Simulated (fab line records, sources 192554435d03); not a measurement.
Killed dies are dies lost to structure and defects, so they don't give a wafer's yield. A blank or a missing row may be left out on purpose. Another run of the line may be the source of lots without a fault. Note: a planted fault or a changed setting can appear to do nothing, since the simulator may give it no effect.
What tool caused it? | flow n5_finfet | 11 lots, 33 wafers sampled, at 1 step of a route of 1938

## WHAT EACH GAUGE READ, for each wafer
N5_WELL_APT_OVL_MEAS_26.
lot  | measured    | on         | PWELL_OVL (nm)
L075 | day 1 21:12 | overlay-02 | 0 3 -4
L077 | day 2 08:54 | overlay-02 | 1 -7 -4
L079 | day 2 21:27 | overlay-01 | 0 -2 -4
L081 | day 3 08:56 | overlay-02 | -6 -5 -6
L083 | day 3 20:58 | overlay-02 | -3 -13 2
L085 | day 4 09:37 | overlay-02 | 4 9 1
L088 | day 5 03:17 | overlay-01 | 1 -3 1
L090 | day 5 15:06 | overlay-01 | -6 -6 -6
L092 | day 6 02:50 | overlay-01 | -11 -6 -7
L094 | day 6 15:19 | overlay-01 | -6 -14 -1
L096 | day 7 03:03 | overlay-02 | -4 -3 -1

## WHICH TOOL RAN EACH LOT (tool, then ch and the chambers of the sampled wafers, then the start)
No process step before these readings appears in the record.

## THE ANSWER, worked out from the rows above alone
Rule: what is usual is taken from the lots themselves. Put in order of their means at a reading, lots are off if they are a third of the lots or fewer, leave a main group of 4 or more, and stand apart from it by a gap of 3 or more times the standard deviation of the main group's means; of several such gaps the widest counts. A main group is skipped when, at the precision printed for the reading in the tables above, its means are all equal. A lot without any number at a reading at which 4 lots or more have one is off too. The other lots that the step has rows for count as sound.
Nothing can be told from this: no lot is off at any reading shown.

## WHAT HAD BEEN PUT IN BY THE SIMULATOR
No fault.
